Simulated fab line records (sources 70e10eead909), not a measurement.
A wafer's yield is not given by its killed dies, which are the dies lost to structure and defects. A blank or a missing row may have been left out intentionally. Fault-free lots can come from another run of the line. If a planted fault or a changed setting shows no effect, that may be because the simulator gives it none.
Matching of chambers / flow nandHarc / rieDiel-05 running NHARC_A_CONTACT_ETCH_90: 4 sister chambers
The step etches the open film in CH3F/O2, target depth 40 nm, time 85.7 s. 24 wafers are shown with their chamber, then 12 later ones without.

WAFERS PAIRED WITH THEIR CHAMBERS
wafer=L074.1; chamber=3; drypumpMotorCurrentA (A)=5.9; showerheadPlenumPTorr (Torr)=2.59; biasW (W)=99.89
wafer=L074.2; chamber=2; drypumpMotorCurrentA (A)=6.3; showerheadPlenumPTorr (Torr)=2.53; biasW (W)=100.08
wafer=L074.3; chamber=1; drypumpMotorCurrentA (A)=5.3; showerheadPlenumPTorr (Torr)=2.59; biasW (W)=100.22
wafer=L078.1; chamber=1; drypumpMotorCurrentA (A)=5.3; showerheadPlenumPTorr (Torr)=2.59; biasW (W)=100.48
wafer=L078.4; chamber=3; drypumpMotorCurrentA (A)=5.9; showerheadPlenumPTorr (Torr)=2.59; biasW (W)=99.84
wafer=L078.5; chamber=0; drypumpMotorCurrentA (A)=6.4; showerheadPlenumPTorr (Torr)=2.56; biasW (W)=100.02
wafer=L080.2; chamber=0; drypumpMotorCurrentA (A)=6.3; showerheadPlenumPTorr (Torr)=2.56; biasW (W)=99.53
wafer=L080.3; chamber=1; drypumpMotorCurrentA (A)=5.3; showerheadPlenumPTorr (Torr)=2.58; biasW (W)=100.21
wafer=L080.4; chamber=3; drypumpMotorCurrentA (A)=5.9; showerheadPlenumPTorr (Torr)=2.59; biasW (W)=99.78
wafer=L082.2; chamber=0; drypumpMotorCurrentA (A)=6.3; showerheadPlenumPTorr (Torr)=2.56; biasW (W)=99.71
wafer=L082.3; chamber=1; drypumpMotorCurrentA (A)=5.3; showerheadPlenumPTorr (Torr)=2.58; biasW (W)=99.73
wafer=L082.4; chamber=2; drypumpMotorCurrentA (A)=6.2; showerheadPlenumPTorr (Torr)=2.53; biasW (W)=99.64
wafer=L084.2; chamber=2; drypumpMotorCurrentA (A)=6.2; showerheadPlenumPTorr (Torr)=2.53; biasW (W)=100.33
wafer=L084.4; chamber=3; drypumpMotorCurrentA (A)=5.9; showerheadPlenumPTorr (Torr)=2.59; biasW (W)=100.45
wafer=L084.5; chamber=1; drypumpMotorCurrentA (A)=5.3; showerheadPlenumPTorr (Torr)=2.58; biasW (W)=100.19
wafer=L085.1; chamber=1; drypumpMotorCurrentA (A)=5.3; showerheadPlenumPTorr (Torr)=2.58; biasW (W)=100.19
wafer=L085.3; chamber=0; drypumpMotorCurrentA (A)=6.3; showerheadPlenumPTorr (Torr)=2.56; biasW (W)=99.83
wafer=L085.6; chamber=1; drypumpMotorCurrentA (A)=5.3; showerheadPlenumPTorr (Torr)=2.58; biasW (W)=99.60
wafer=L089.2; chamber=3; drypumpMotorCurrentA (A)=5.9; showerheadPlenumPTorr (Torr)=2.58; biasW (W)=100.20
wafer=L089.3; chamber=0; drypumpMotorCurrentA (A)=6.4; showerheadPlenumPTorr (Torr)=2.55; biasW (W)=100.16
wafer=L089.4; chamber=2; drypumpMotorCurrentA (A)=6.2; showerheadPlenumPTorr (Torr)=2.53; biasW (W)=100.12
wafer=L093.3; chamber=3; drypumpMotorCurrentA (A)=5.9; showerheadPlenumPTorr (Torr)=2.58; biasW (W)=99.55
wafer=L093.4; chamber=2; drypumpMotorCurrentA (A)=6.2; showerheadPlenumPTorr (Torr)=2.53; biasW (W)=100.38
wafer=L093.5; chamber=1; drypumpMotorCurrentA (A)=5.3; showerheadPlenumPTorr (Torr)=2.58; biasW (W)=100.02

SIGNATURES (averages over the wafers above)
reading=drypumpMotorCurrentA; chamber 0=6.340; chamber 1=5.300; chamber 2=6.220; chamber 3=5.900; scatter within a chamber=0.0316
reading=showerheadPlenumPTorr; chamber 0=2.5580; chamber 1=2.5825; chamber 2=2.5300; chamber 3=2.5867; scatter within a chamber=0.00426
reading=biasW; chamber 0=99.8500; chamber 1=100.0800; chamber 2=100.1100; chamber 3=99.9517; scatter within a chamber=0.29
Rule: for a wafer and a chamber, the distance is found by dividing, reading by reading, the gap between the wafer's reading and the chamber's mean by the reading's scatter, squaring, summing and taking the root. The wafer belongs to the nearest chamber; if the next one is less than 2 further off, it can't be placed. The scatter: the root of (the sum of the squares of (reading less its chamber's mean) over the shown wafers, divided by (wafers less chambers)).

WAFERS WITHOUT THEIR CHAMBER
wafer=L094.3; drypumpMotorCurrentA (A)=6.2; showerheadPlenumPTorr (Torr)=2.52; biasW (W)=100.06
wafer=L094.4; drypumpMotorCurrentA (A)=6.3; showerheadPlenumPTorr (Torr)=2.55; biasW (W)=99.70
wafer=L094.6; drypumpMotorCurrentA (A)=5.3; showerheadPlenumPTorr (Torr)=2.58; biasW (W)=99.78
wafer=L096.1; drypumpMotorCurrentA (A)=5.3; showerheadPlenumPTorr (Torr)=2.58; biasW (W)=99.87
wafer=L096.3; drypumpMotorCurrentA (A)=6.2; showerheadPlenumPTorr (Torr)=2.52; biasW (W)=99.61
wafer=L096.4; drypumpMotorCurrentA (A)=6.4; showerheadPlenumPTorr (Torr)=2.55; biasW (W)=100.09
wafer=L097.1; drypumpMotorCurrentA (A)=6.2; showerheadPlenumPTorr (Torr)=2.52; biasW (W)=99.95
wafer=L097.3; drypumpMotorCurrentA (A)=6.3; showerheadPlenumPTorr (Torr)=2.55; biasW (W)=100.01
wafer=L097.4; drypumpMotorCurrentA (A)=5.3; showerheadPlenumPTorr (Torr)=2.58; biasW (W)=99.89
wafer=L095.1; drypumpMotorCurrentA (A)=6.3; showerheadPlenumPTorr (Torr)=2.55; biasW (W)=100.35
wafer=L095.4; drypumpMotorCurrentA (A)=6.3; showerheadPlenumPTorr (Torr)=2.55; biasW (W)=100.09
wafer=L095.6; drypumpMotorCurrentA (A)=5.3; showerheadPlenumPTorr (Torr)=2.58; biasW (W)=100.21

THE CHAMBER EACH PASSED THROUGH
wafer=L094.3; from the rows above=2; in truth=2
wafer=L094.4; from the rows above=0; in truth=0
wafer=L094.6; from the rows above=1; in truth=1
wafer=L096.1; from the rows above=1; in truth=1
wafer=L096.3; from the rows above=2; in truth=2
wafer=L096.4; from the rows above=0; in truth=0
wafer=L097.1; from the rows above=2; in truth=2
wafer=L097.3; from the rows above=0; in truth=0
wafer=L097.4; from the rows above=1; in truth=1
wafer=L095.1; from the rows above=0; in truth=0
wafer=L095.4; from the rows above=0; in truth=0
wafer=L095.6; from the rows above=1; in truth=1
12 of 12 placed correctly. Left unplaced by these rows: 0. Wrongly placed: 0.
